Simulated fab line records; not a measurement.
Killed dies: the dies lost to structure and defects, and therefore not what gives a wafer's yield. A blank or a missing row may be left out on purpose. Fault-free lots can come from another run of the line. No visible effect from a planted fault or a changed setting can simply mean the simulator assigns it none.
Chamber matching || flow n5_finfet || N5_BEOL_M3_DEP_57 on pecvd-03 has 3 sister chambers
The step deposits SiCN from 3MS/NH3, target thk 8 nm, time 14 s. 6 wafers are shown with their chamber, then 8 later ones without.

## WAFERS PAIRED WITH THEIR CHAMBERS
{"wafer": "L082.4", "chamber": 1, "throttle_valve_pct (%)": 8.0, "showerhead_plenum_p_Torr (Torr)": 3.672}
{"wafer": "L085.4", "chamber": 2, "throttle_valve_pct (%)": 8.4, "showerhead_plenum_p_Torr (Torr)": 3.662}
{"wafer": "L088.1", "chamber": 0, "throttle_valve_pct (%)": 8.9, "showerhead_plenum_p_Torr (Torr)": 3.685}
{"wafer": "L088.4", "chamber": 1, "throttle_valve_pct (%)": 8.1, "showerhead_plenum_p_Torr (Torr)": 3.668}
{"wafer": "L088.5", "chamber": 0, "throttle_valve_pct (%)": 9.0, "showerhead_plenum_p_Torr (Torr)": 3.684}
{"wafer": "L090.2", "chamber": 2, "throttle_valve_pct (%)": 8.5, "showerhead_plenum_p_Torr (Torr)": 3.663}

## WAFERS WITH NO CHAMBER GIVEN
{"wafer": "L090.3", "throttle_valve_pct (%)": 8.0, "showerhead_plenum_p_Torr (Torr)": 3.662}
{"wafer": "L090.6", "throttle_valve_pct (%)": 8.2, "showerhead_plenum_p_Torr (Torr)": 3.661}
{"wafer": "L093.2", "throttle_valve_pct (%)": 8.8, "showerhead_plenum_p_Torr (Torr)": 3.690}
{"wafer": "L093.3", "throttle_valve_pct (%)": 8.7, "showerhead_plenum_p_Torr (Torr)": 3.662}
{"wafer": "L093.5", "throttle_valve_pct (%)": 8.3, "showerhead_plenum_p_Torr (Torr)": 3.672}
{"wafer": "L094.1", "throttle_valve_pct (%)": 8.5, "showerhead_plenum_p_Torr (Torr)": 3.666}
{"wafer": "L094.4", "throttle_valve_pct (%)": 8.3, "showerhead_plenum_p_Torr (Torr)": 3.665}
{"wafer": "L094.5", "throttle_valve_pct (%)": 8.5, "showerhead_plenum_p_Torr (Torr)": 3.656}

## THE CHAMBER EACH PASSED THROUGH
{"wafer": "L090.3", "from the rows above": "can't be placed: 1 or 2", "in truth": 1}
{"wafer": "L090.6", "from the rows above": "can't be placed: 2 or 1", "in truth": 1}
{"wafer": "L093.2", "from the rows above": 0, "in truth": 0}
{"wafer": "L093.3", "from the rows above": 2, "in truth": 2}
{"wafer": "L093.5", "from the rows above": 1, "in truth": 1}
{"wafer": "L094.1", "from the rows above": 2, "in truth": 2}
{"wafer": "L094.4", "from the rows above": "can't be placed: 2 or 1", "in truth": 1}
{"wafer": "L094.5", "from the rows above": 2, "in truth": 2}
Placed correctly: 5 of 8. Cannot be placed on the basis of these rows: 3; the candidates contain the true chamber in 3. Placed wrongly: 0.
How it was worked out, from the rows above alone: a wafer's distance from a chamber is the root of the sum, over the readings, of the square of ((its reading less the chamber's mean) divided by the reading's scatter). If the next closest chamber is less than 2 further off than the closest, the wafer can't be placed; otherwise it belongs to the closest. Each chamber's mean is taken over the wafers shown for it. How the scatter is found: for the shown wafers, subtract from each reading the mean of its chamber, square and add these, divide the total by (wafers less chambers), then take the root.
